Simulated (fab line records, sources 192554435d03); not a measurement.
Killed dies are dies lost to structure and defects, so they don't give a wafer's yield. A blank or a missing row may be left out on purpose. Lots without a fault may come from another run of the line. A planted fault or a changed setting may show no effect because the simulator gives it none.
A struck lot beside a sound one | flow n5_finfet | 16 steps out of a route of 1938
Sound: wafers L507.1, L507.2, L507.5. Struck: wafers L516.1, L516.3, L516.6. The cause comes at the end.
At each step with rows: each side's tool, then ch and its chambers, then its first start. Under that, the readings that differ: sound wafers | struck wafers | difference of the means | sigmas: that difference in standard deviations of wafers without a fault.
alike: readings whose means differ by less than 2 such deviations, and words and numbers that are the same on both sides. not compared: withheld readings, readings that some wafer has no value for, bounds like >300 that may hide the same value, and numbers for which the record gives no deviation and whose values overlap.
The two part at a step that has a row with sigmas, a row that says differs or no value, or rows on one side only. Numbers that don't overlap but have no deviation are shown without sigmas and don't part them. A reading that every wafer of one side lacks parts them only if that side has two wafers or more.

N5_HKMG_FIN_ETCH_35: etches SOC in N2/H2, target depth 215.8 nm, time 243.4 s.
  sound on rie_diel-02 ch 0,1, day 4 15:02; struck on rie_diel-06 ch 2,3, day 6 21:56
  reading                     | sound          | struck         | difference | sigmas
  drypump_motor_current_A (A) | 6.7 5.7 6.7    | 4.9 5.0 5.0    | -1.4       | -3
  oes_product_au (a.u.)       | 0.86 0.81 0.87 | 0.68 0.72 0.73 | -0.14      | -2
  alike: rf_vpp_V, showerhead_plenum_p_Torr, throttle_valve_pct
  not compared: rf_hours_counter_h
N5_HKMG_FIN_STRIP_92: strips SOC in N2/H2, time 20 s.
  sound on rie_diel-02 ch 0,1, day 4 15:11; struck on rie_diel-06 ch 2,3, day 6 22:05
  reading                     | sound          | struck         | difference | sigmas
  drypump_motor_current_A (A) | 6.7 5.7 6.7    | 4.9 5.0 5.0    | -1.4       | -3
  oes_product_au (a.u.)       | 0.87 0.81 0.88 | 0.68 0.73 0.74 | -0.14      | -2
  alike: rf_vpp_V, showerhead_plenum_p_Torr, throttle_valve_pct
  not compared: rf_hours_counter_h
then, 2 steps without rows for these wafers: N5_HKMG_FIN_WET_ETCH_18 (etches TiN in SC1, time 55 s, target depth 5.2 nm, rinse time 30 s); N5_HKMG_FIN_STRIP_19 (strips in N2/H2, time 360 s).
N5_HKMG_FIN_ALD_91: deposits TiN, target thk 1 nm, pulse time 1 s, purge time 3 s.
  sound on ald_metal-04 ch 1,3, day 4 15:43; struck on ald_metal-01 ch 0,1,3, day 6 22:37
  alike: heater_power_w, precursor_pulse_height_rel, susceptor_temp_C
then, 1 step without rows for these wafers: N5_HKMG_FIN_COAT_85 (time 60 s, resist thk 300 nm).
N5_HKMG_FIN_ETCH_86: etches SOC in N2/H2, stops on TiN, target depth 393.2 nm.
  sound on rie_diel-02 ch 0,2, day 4 16:03; struck on rie_diel-06 ch 1,2, day 6 23:01
  alike: drypump_motor_current_A, oes_product_au, rf_vpp_V, showerhead_plenum_p_Torr, throttle_valve_pct
  not compared: rf_hours_counter_h
then, 3 steps without rows for these wafers: N5_HKMG_FIN_STRIP_89 (strips SOC in N2/H2, time 20 s); N5_HKMG_FIN_WET_ETCH_87 (etches TiN in SC1, time 154.2 s, target depth 4.7 nm, rinse time 30 s); N5_HKMG_FIN_STRIP_88 (strips in N2/H2, time 360 s).
N5_HKMG_FIN_NWFM_ALD_20: deposits TiAlC, target thk 2 nm, pulse time 3 s, purge time 2 s.
  sound on ald_metal-03 ch 0,1,2, day 4 16:41; struck on ald_metal-04 ch 0,1,3, day 6 23:38
  alike: heater_power_w, precursor_pulse_height_rel, susceptor_temp_C
then, 1 step without rows for these wafers: N5_HKMG_FIN_ALD_71 (deposits TiN, target thk 1 nm, pulse time 1 s, purge time 3 s).
N5_HKMG_FIN_COAT_66: time 60 s, resist thk 300 nm.
  sound on litho_track-03 ch 0, day 4 17:04; struck on litho_track-01 ch 0, day 7 00:01
  reading          | sound             | struck            | difference | sigmas
  run_length_s (s) | 66.08 66.10 66.07 | 76.32 76.41 76.33 | +10.27     | +39
  alike: chill_plate_temp_C, spin_speed_rpm
then, 1 step without rows for these wafers: N5_HKMG_FIN_ETCH_67 (etches SOC in N2/H2, stops on TiN, target depth 388.9 nm).
-- the record jumps here: 5 days lie between the struck wafers' starts before and after (it left off in module HKMG_FIN and takes up again in module BEOL_M4, whose first step shown is number 1111 of the route) --
N5_BEOL_M4_RC_MEAS_101:
  sound on prober-02 ch 0, day 8 07:22; struck on prober-01 ch 0, day 11 15:35
  reading       | sound          | struck         | difference | sigmas
  DIBL_P (mV/V) | 34.8 32.0 31.1 | 38.1 39.0 35.8 | +5.0       | +2
  alike: DIBL_N, IOFF_N, IOFF_P, ION_N, ION_P, SS_N, SS_P, VT_N, VT_P
-- the record jumps here: 4 days lie between the struck wafers' starts before and after (it left off in module BEOL_M4 and takes up again in module PASSIVATION, whose first step shown is number 1936 of the route) --
N5_PASSIVATION_PROBE_49:
  sound on prober-02, day 12 17:14; struck on prober-02, day 15 23:08
  alike: defect_limited_yield, killed_at_M0_to_M3, killed_at_M4_up, killed_at_contacts, killed_at_front_end, killed_at_other, killed_dies, killed_open, killed_short, sort_bin_5_function, sort_bin_6_memory, sort_bin_8_speed, sort_n_pass, sort_yield_pct

WHERE THEY PART
First at N5_HKMG_FIN_ETCH_35; last, within this record, at N5_BEOL_M4_RC_MEAS_101. Later steps at which nothing parts them and some readings are alike: N5_PASSIVATION_PROBE_49.

WHY: what the simulator had put in
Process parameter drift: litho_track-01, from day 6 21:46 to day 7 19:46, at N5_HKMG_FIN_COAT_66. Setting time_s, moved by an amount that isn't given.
